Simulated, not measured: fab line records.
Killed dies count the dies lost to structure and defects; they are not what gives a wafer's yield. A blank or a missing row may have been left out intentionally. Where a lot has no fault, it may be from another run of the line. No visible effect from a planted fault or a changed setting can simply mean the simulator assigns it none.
fab line records | flow nand-harc
record lots=12 wafers=36 last-day=24
route steps=1159 shown A_SGD_CUT@777 A_SLIT@787
lots with no fault: from the same line, run without faults
start-h: hours from the record's opening day to when the first of the lot's shown wafers began | wait-h: time in hours since the lot's previous step | " unchanged from the row above | L1.1+2: several wafers, shown together as one row | - value missing, or start not given | * or withheld: withheld | < > ~ a bound
route shown NAME@n: a module of which the file shows steps, and the number in the route of the first | usual: mean and standard deviation over wafers with no fault | same: alike in all rows | chamber/n: place in a boat | sites: per-site readings | _std_site: standard deviation across them | _edge_site: outer sites' mean less inner sites' | radius-mm: for every site, how far away it sits from the centre of the wafer | mask NAME#n: copy n | behind: tool/chamber where the wafer was last shaped | hold: cause of the lot's hold/its duration in hours/its outcome | device: whichever transistor did not switch (one of n, p or np) | end of line: the tests these same wafers got at the end of their route | for a step that has no rows: nothing shown but its recipe | killed: count of dies lost to structure and defects at first sort (not the wafer's yield) | map: per-die view of a wafer (x killed, . not killed, _ where there is no die)
set.NAME: the setting the step ran with; set.NAME@STEP: the setting that earlier step ran with | model.NAME: the simulator's own value behind a step, which no gauge read
one table for each step of the route and one row for each wafer, over a sample of lots
services: a tool's chamber out of use, with start hour (start-h, from the record's first day; less than 0 if before it), hours out, and reason
## steps
# step NHARC_A_SGD_CUT_STRIP_28
# recipe time-s=20 o2-flow-sccm=500 ar-flow-sccm=0 bias-w=0 chemistry=O2
# usual drypump-motor-current-A=5.8/0.5 oes-product-au=1.002/0.0099 rf-vpp-V=57.8/0.89 showerhead-plenum-p-Torr=3.53/0.14 throttle-valve-pct=17.036/0.0089
# columns lot.wafer tool chamber start-h wait-h drypump-motor-current-A oes-product-au rf-hours-counter-h rf-vpp-V showerhead-plenum-p-Torr throttle-valve-pct
L231.3 rie-diel-11 1 315.24 0.1 6.4 1.006 13 57.3 3.62 17.036
L231.1 " 2 " " 5.3 1.002 12 57.5 3.46 17.045
L231.2 " 3 " " 5.1 1.002 12 57.4 3.30 17.055
L233.1 rie-diel-05 2 - - 6.2 1.002 12 58.2 3.69 17.036
L233.2 " 0 " " 6.4 0.999 11 56.7 3.62 17.027
L233.6 " 2 " " 6.1 1.012 - 58.5 3.69 17.044
L232.1 rie-diel-11 1 329.19 0.1 6.4 1.003 14 58.5 3.62 17.036
L232.3 " 2 " " 5.3 0.992 14 56.7 3.46 17.039
L232.5 " 3 " " 5.0 0.988 - 58.4 3.29 17.032
L235.2 rie-diel-07 2 - - 6.5 1.004 11 59.9 3.46 17.025
L235.3 " 3 " " 5.7 1.006 11 57.0 3.59 17.028
L235.6 " 2 " " 6.5 1.006 - 57.1 3.46 17.038
L234.4 rie-diel-11 3 - - 5.0 0.979 16 57.5 3.29 17.048
L234.3 " 0 " " 5.9 1.004 11 58.2 3.63 17.025
L234.6 " 3 " " 5.0 0.990 - 57.7 3.29 17.051
L238.1 rie-diel-07 1 - - 5.6 0.988 17 57.2 3.33 17.047
L238.2 " 2 " " 6.4 1.005 17 57.6 3.45 17.027
L238.5 " 1 " " 5.6 0.994 - 57.3 3.33 17.036
L242.1 rie-diel-11 2 - - 5.3 0.988 4 56.4 3.45 17.043
L242.3 " 1 " " 6.4 1.005 4 57.1 3.62 17.046
L242.5 " 3 " " 5.0 0.994 - 56.7 3.29 17.032
L243.3 rie-diel-11 2 - - 5.3 1.002 4 58.6 3.45 17.037
L243.1 " 3 " " 5.0 0.997 4 57.1 3.29 17.034
L243.2 " 0 " " 5.9 1.009 4 57.8 3.62 17.031
L246.3 rie-diel-05 1 - - 5.6 1.006 6 56.6 3.63 17.039
L246.1 " 0 " " 6.5 0.999 6 57.1 3.62 17.041
L246.5 " 1 " " 5.6 1.003 - 57.8 3.63 17.030
L248.4 rie-diel-05 3 - - 5.0 0.989 6 56.9 3.35 17.029
L248.1 " 0 " " 6.5 1.000 6 58.6 3.62 17.041
L248.3 " 2 " " 6.1 1.009 6 58.2 3.69 17.026
L250.1 rie-diel-07 0 - - 6.0 1.021 3 58.2 3.68 17.037
L250.3 " 1 " " 5.6 0.990 3 56.6 3.33 17.034
L250.6 " 3 " " 5.7 1.016 - 57.4 3.59 17.017
L252.2 rie-diel-05 3 - - 5.0 1.000 8 57.5 3.35 17.021
L252.3 " 1 " " 5.6 0.999 9 56.3 3.63 17.043
L252.1 " 2 " " 6.1 1.011 8 57.8 3.69 17.032
# step NHARC_A_SLIT_EXPOSE_06
# recipe na=1.35 dose-mj=60.82 mask-id=SLIT
# usual exposure-dose-mJ-cm2=60.78/0.053
# columns lot.wafer tool chamber start-h wait-h mask exposure-dose-mJ-cm2
L231.1 arfi-scanner-01 0 320.55 - SLIT#0 60.83
L231.2 " 0 " " SLIT#0 60.88
L231.3 " 0 " " SLIT#0 60.85
L232.1 arfi-scanner-01 0 332.06 - SLIT#0 60.80
L232.3 " 0 " " SLIT#0 60.69
L232.5 " 0 " " SLIT#0 60.77
L233.1 arfi-scanner-03 0 332.22 - SLIT#0 60.74
L233.2 " 0 " " SLIT#0 60.85
L233.6 " 0 " " SLIT#0 60.71
L235.2 arfi-scanner-03 0 332.51 - SLIT#0 60.81
L235.3 " 0 " " SLIT#0 60.79
L235.6 " 0 " " SLIT#0 60.86
L234.3 arfi-scanner-02 0 354.05 - SLIT#0 60.78
L234.4 " 0 " " SLIT#0 60.79
L234.6 " 0 " " SLIT#0 60.80
L238.1 arfi-scanner-03 0 378.43 - SLIT#0 84.64
L238.2 " 0 " " SLIT#0 84.60
L238.5 " 0 " " SLIT#0 84.63
L242.1 arfi-scanner-03 0 411.48 - SLIT#0 79.83
L242.3 " 0 " " SLIT#0 79.78
L242.5 " 0 " " SLIT#0 79.81
L243.1 arfi-scanner-03 0 413.09 - SLIT#0 78.52
L243.2 " 0 " " SLIT#0 78.37
L243.3 " 0 " " SLIT#0 78.46
L246.1 arfi-scanner-01 0 423.81 - SLIT#0 60.76
L246.3 " 0 " " SLIT#0 60.79
L246.5 " 0 " " SLIT#0 60.79
L248.1 arfi-scanner-01 0 425.81 - SLIT#0 60.83
L248.3 " 0 " " SLIT#0 60.81
L248.4 " 0 " " SLIT#0 60.86
L250.1 arfi-scanner-02 0 439.74 - SLIT#0 60.74
L250.3 " 0 " " SLIT#0 60.78
L250.6 " 0 " " SLIT#0 60.78
L252.1 arfi-scanner-02 0 449.37 - SLIT#0 60.77
L252.2 " 0 " " SLIT#0 60.74
L252.3 " 0 " " SLIT#0 60.76
# step NHARC_A_SLIT_CD_MEAS_09
# recipe target-cd-nm=300 landing-energy-ev=500
# usual cd-nm=299.5/0.6
# columns lot.wafer tool chamber start-h wait-h cd-nm
L231.1 cd-sem-03 0 320.69 - 299.6
L231.2 " 0 " " 299.5
L231.3 " 0 " " 300.2
L232.1 cd-sem-02 0 332.20 - 298.7
L232.3 " 0 " " 299.0
L232.5 " 0 " " 299.4
L233.1 cd-sem-01 0 332.37 - 300.4
L233.2 " 0 " " 299.4
L233.6 " 0 " " 299.4
L235.2 cd-sem-01 0 332.65 - 299.5
L235.3 " 0 " " 299.6
L235.6 " 0 " " 300.0
L234.3 cd-sem-02 0 354.19 - 299.5
L234.4 " 0 " " 298.7
L234.6 " 0 " " 299.3
L238.1 cd-sem-02 0 378.57 - 318.6
L238.2 " 0 " " 317.9
L238.5 " 0 " " 318.5
L242.1 cd-sem-03 0 411.62 - 314.4
L242.3 " 0 " " 314.5
L242.5 " 0 " " 313.8
L243.1 cd-sem-02 0 413.23 - 313.3
L243.2 " 0 " " 314.0
L243.3 " 0 " " 313.6
L246.1 cd-sem-01 0 423.95 - 299.5
L246.3 " 0 " " 300.0
L246.5 " 0 " " 299.6
L248.1 cd-sem-03 0 425.94 - 299.8
L248.3 " 0 " " 300.2
L248.4 " 0 " " 299.3
L250.1 cd-sem-03 0 439.88 - 299.3
L250.3 " 0 " " 299.5
L250.6 " 0 " " 299.2
L252.1 cd-sem-03 0 449.51 - 298.1
L252.2 " 0 " " 298.7
L252.3 " 0 " " 298.7
# step NHARC_A_SLIT_OVL_MEAS_10
# usual overlay-x-nm=0.1/0.66 overlay-y-nm=-0.1/0.69
# columns lot.wafer tool chamber start-h wait-h overlay-x-nm overlay-y-nm
L231.1 overlay-01 - 320.78 - 0.2 0.8
L231.2 " - " " 0.0 0.6
L231.3 " - " " 0.3 1.1
L232.1 overlay-02 - 332.29 - 0.1 -0.1
L232.3 " - " " 0.1 -0.7
L232.5 " - " " 0.8 0.5
L233.1 overlay-01 - 332.47 - -1.1 -0.6
L233.2 " - " " -0.6 -1.4
L233.6 " - " " -1.1 -1.1
L235.2 overlay-02 - 332.74 - 0.2 1.3
L235.3 " - " " 0.2 0.5
L235.6 " - " " -0.1 1.2
L234.3 overlay-01 - 354.27 - 0.3 -1.5
L234.4 " - " " 0.8 -1.7
L234.6 " - " " 0.6 -1.4
L238.1 overlay-02 - 378.66 - -0.2 0.1
L238.2 " - " " -0.4 0.6
L238.5 " - " " -0.7 0.4
L242.1 overlay-02 - 411.71 - -1.0 -1.1
L242.3 " - " " -0.6 -0.3
L242.5 " - " " -0.7 -0.5
L243.1 overlay-02 - 413.32 - 0.1 0.2
L243.2 " - " " 0.2 0.4
L243.3 " - " " 0.2 0.2
L246.1 overlay-02 - 424.05 - -0.2 0.5
L246.3 " - " " -0.2 0.4
L246.5 " - " " 0.1 -0.1
L248.1 overlay-01 - 426.03 - 0.1 0.4
L248.3 " - " " 0.4 0.1
L248.4 " - " " 0.5 -0.2
L250.1 overlay-02 - 439.97 - -0.4 0.1
L250.3 " - " " -0.6 0.0
L250.6 " - " " -0.1 0.2
L252.1 overlay-02 - 449.60 - -0.4 0.2
L252.2 " - " " -0.6 0.3
L252.3 " - " " -0.6 0.8
# step NHARC_A_SLIT_ETCH_17
# recipe bias-v=900 source-w=withheld pressure-mtorr=20 ar-flow-sccm=375 c4f8-flow-sccm=83.3 o2-flow-sccm=41.7 time-s=1687.5 target-depth-a=1.01e+05 chemistry=C4F8/O2/Ar
# usual drypump-motor-current-A=5.7/0.32 showerhead-plenum-p-Torr=3.78/0.053 throttle-valve-pct=32.046/0.0091
# columns lot.wafer tool chamber start-h wait-h drypump-motor-current-A rf-hours-counter-h showerhead-plenum-p-Torr throttle-valve-pct
L231.1 har-etch-02 0 325.40 - 5.6 170 3.84 32.039
L231.2 " 1 " " 5.9 170 3.84 32.039
L231.3 " 0 " " 5.6 - 3.84 32.044
L233.1 har-etch-02 1 333.93 - 5.9 175 3.84 32.041
L233.2 " 0 " " 5.6 175 3.84 32.048
L233.6 " 1 " " 5.9 - 3.84 32.039
L232.1 har-etch-01 1 334.04 - 6.1 4 3.79 32.037
L232.3 " 1 " " 6.1 - 3.79 32.034
L232.5 " 1 " " 6.1 - 3.79 32.037
L235.2 har-etch-01 1 335.46 - 6.1 6 3.79 32.047
L235.3 " 0 " " 5.3 - 3.71 32.042
L235.6 " 0 " " 5.3 - 3.71 32.038
L234.4 har-etch-01 0 355.65 - 5.3 - 3.71 32.044
L234.3 " 1 " " 6.2 - 3.79 32.038
L234.6 " 1 " " 6.1 - 3.79 32.067
L238.2 har-etch-01 1 382.49 - 6.2 22 3.78 32.054
L238.1 " 0 " " 5.3 22 3.70 32.058
L238.5 " 0 " " 5.3 - 3.70 32.033
L242.1 har-etch-02 1 412.59 - 5.9 207 3.82 32.051
L242.3 " 1 " " 5.9 - 3.82 32.037
L242.5 " 0 " " 5.6 - 3.82 32.051
L243.1 har-etch-01 0 414.19 - 5.3 38 3.69 32.025
L243.2 " 1 " " 6.1 38 3.77 32.052
L243.3 " 1 " " 6.2 - 3.77 32.055
L246.1 har-etch-02 0 425.15 - 5.6 210 3.82 32.047
L246.3 " 0 " " 5.6 - 3.82 32.051
L246.5 " 0 " " 5.6 - 3.82 32.049
L248.1 har-etch-01 0 426.99 - 5.3 45 3.69 32.041
L248.3 " 0 " " 5.3 - 3.69 32.036
L248.4 " 1 " " 6.2 - 3.77 32.061
L250.1 har-etch-01 1 442.38 - 6.1 50 3.77 32.048
L250.3 " 0 " " 5.3 - 3.69 32.046
L250.6 " 1 " " 6.1 - 3.77 32.049
L252.1 har-etch-02 0 454.95 - 5.6 226 3.81 32.041
L252.2 " 1 " " 5.9 226 3.81 32.050
L252.3 " 0 " " 5.6 - 3.81 32.060
## services
# columns tool chamber start-h hours kind
rie-diel-11 0 301.38 34.5 repair
har-etch-01 - 308.84 17.0 pm
har-etch-01 0 308.84 17.0 vent-cycle
har-etch-01 1 308.84 17.0 vent-cycle
arfi-scanner-03 - 312.00 4.0 pm
rie-diel-05 3 316.84 7.3 repair
rie-diel-05 0 333.81 4.8 repair
har-etch-01 - 338.76 0.4 repair
rie-diel-05 - 340.60 9.0 pm
arfi-scanner-01 - 348.76 0.7 repair
rie-diel-11 - 366.56 9.0 pm
arfi-scanner-01 - 368.00 4.0 pm
rie-diel-07 1 377.19 1.6 repair
rie-diel-07 - 388.79 0.7 repair
arfi-scanner-03 - 397.58 8.0 repair
har-etch-02 - 400.65 0.7 repair
rie-diel-07 - 405.20 9.0 pm
arfi-scanner-02 - 417.07 1.0 repair
rie-diel-11 3 421.63 3.0 repair
arfi-scanner-02 - 428.00 4.0 pm
rie-diel-05 0 432.69 10.8 repair
arfi-scanner-01 - 445.49 0.3 repair
arfi-scanner-03 - 450.02 0.5 repair
rie-diel-05 - 454.47 0.1 repair
## key
first-sign step=NHARC_A_SLIT_EXPOSE_06 reading=exposure-dose-mJ-cm2 direction=up sigmas=99+ usual=60.78 struck=80.96
effect step=NHARC_A_SLIT_CD_MEAS_09 reading=cd-nm direction=up sigmas=27 usual=299.5 struck=315.4 through=control-loop
met-at NHARC_A_SLIT_EXPOSE_06
struck-lots L238,L242,L243
tester-left-out L238,L242,L243
loop-trim step=NHARC_A_SLIT_EXPOSE_06 setting=dose lots=L242,L243
not-acting-at NHARC_A_SGD_CUT_STRIP_28,NHARC_A_SLIT_OVL_MEAS_10,NHARC_A_SLIT_ETCH_17
onset-between 332.51 378.43
fault kind=process-parameter-drift tool=arfi-scanner-03 chamber=- onset-h=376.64 steps=NHARC_A_SLIT_EXPOSE_06 channel=dose-mj offset=23.754 shape=step acts-in=these-recipes-only stated=60.82
# tester-left-out: of these lots the tester's yield and bins aren't shown, on N5 and GAA mostly nor the transistor test; their killed dies are dies lost to structure and defects alone, not to doping, threshold or leakage, so they don't give the yield
# loop-trim: a control loop set the setting to another value than it would have without faults
